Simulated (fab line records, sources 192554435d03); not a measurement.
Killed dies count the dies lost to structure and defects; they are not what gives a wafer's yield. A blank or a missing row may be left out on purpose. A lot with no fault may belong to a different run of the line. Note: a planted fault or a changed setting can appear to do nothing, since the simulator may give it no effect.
Matching of chambers    flow n5_finfet    rie_diel-02 running N5_BEOL_M15_STRIP_36: 4 sister chambers
The step strips in O2. 16 wafers are shown with their chamber, then 8 later ones without.

## EACH WAFER AND ITS CHAMBER
wafer   chamber  drypump_motor_current_A (A)  showerhead_plenum_p_Torr (Torr)  throttle_valve_pct (%)
L074.1  3        5.9                          2.14                             16.70
L074.5  0        6.5                          2.22                             16.35
L074.6  3        5.9                          2.14                             16.70
L084.1  1        5.9                          2.08                             16.95
L084.2  0        6.5                          2.22                             16.33
L084.6  0        6.5                          2.22                             16.34
L088.2  1        5.9                          2.07                             16.97
L088.3  2        5.3                          2.12                             16.66
L088.5  2        5.3                          2.12                             16.66
L089.2  3        5.9                          2.13                             16.75
L089.3  2        5.3                          2.12                             16.65
L089.4  1        5.9                          2.07                             16.95
L091.3  0        6.5                          2.21                             16.35
L091.5  2        5.2                          2.12                             16.70
L091.6  1        5.9                          2.07                             16.97
L093.1  0        6.5                          2.21                             16.36

SIGNATURES, as means of the wafers listed above
reading                   chamber 0  chamber 1  chamber 2  chamber 3  scatter within a chamber
drypump_motor_current_A   6.500      5.900      5.275      5.900      0.025
showerhead_plenum_p_Torr  2.2160     2.0725     2.1200     2.1367     0.00467
throttle_valve_pct        16.3460    16.9600    16.6675    16.7167    0.0184
Rule: a wafer's distance from a chamber is the root of the sum, over the readings, of the square of ((its reading less the chamber's mean) divided by the reading's scatter). If the next closest chamber is less than 2 further off than the closest, the wafer can't be placed; otherwise it belongs to the closest. The scatter is the square root of a quotient: the sum, over the shown wafers, of each reading's squared deviation from its chamber's mean, divided by wafers minus chambers.

## WAFERS WHOSE CHAMBER IS MISSING
wafer   drypump_motor_current_A (A)  showerhead_plenum_p_Torr (Torr)  throttle_valve_pct (%)
L093.2  5.9                          2.07                             16.96
L093.4  5.9                          2.13                             16.76
L094.1  5.9                          2.13                             16.76
L094.2  5.9                          2.07                             17.01
L094.5  5.9                          2.07                             16.98
L097.2  5.9                          2.07                             17.00
L097.4  5.9                          2.13                             16.76
L097.5  5.9                          2.13                             16.75

## EACH ONE'S CHAMBER
wafer   from the rows above  in truth
L093.2  1                    1
L093.4  3                    3
L094.1  3                    3
L094.2  1                    1
L094.5  1                    1
L097.2  1                    1
L097.4  3                    3
L097.5  3                    3
Correct placement for 8 of the 8. Not placeable from these rows: 0. Number placed wrongly: 0.
